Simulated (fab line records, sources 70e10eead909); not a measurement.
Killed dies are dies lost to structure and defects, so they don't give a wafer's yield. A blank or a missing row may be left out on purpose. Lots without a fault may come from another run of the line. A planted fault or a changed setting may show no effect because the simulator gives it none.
Which tool did it? | flow nand_harc | 12 lots, 36 wafers sampled, at 1 step of a route of 1159

WHAT THE GAUGES READ, wafer by wafer
NHARC_P_M2_INSPECT_27.
lot  | measured     | on                | raw_defect_count
L075 | day 6 19:14  | defect_inspect-01 | 273 523 284
L077 | day 7 04:58  | defect_inspect-01 | 204 138 150
L081 | day 7 22:01  | defect_inspect-01 | 346 474 391
L079 | day 8 00:27  | defect_inspect-02 | 401 204 270
L083 | day 8 09:28  | defect_inspect-01 | 450 309 421
L087 | day 9 11:10  | defect_inspect-01 | 289 329 380
L085 | day 10 08:20 | defect_inspect-02 | 356 481 238
L090 | day 10 16:11 | defect_inspect-01 | 433 287 512
L091 | day 10 17:53 | defect_inspect-02 | 223 329 296
L093 | day 11 03:33 | defect_inspect-01 | 314 173 292
L095 | day 11 16:41 | defect_inspect-02 | 333 327 296
L097 | day 12 01:58 | defect_inspect-01 | 333 161 201

WHICH TOOL RAN EACH LOT (tool, then ch and the chambers of the sampled wafers, then the start)
The record holds no process step before these readings.

THE ANSWER, worked out from the rows above alone
Rule: what is usual is taken from the lots themselves. Put in order of their means at a reading, lots are off if they are a third of the lots or fewer, leave a main group of 4 or more, and stand apart from it by a gap of 3 or more times the standard deviation of the main group's means; of several such gaps the widest counts. A main group whose means are all the same, to the digits that the tables above print for the reading, isn't used. A lot without any number at a reading at which 4 lots or more have one is off too. The other lots that the step has rows for count as sound.
No lot is off at any reading shown: from this, nothing can be told.

WHAT THE SIMULATOR HAD PUT IN
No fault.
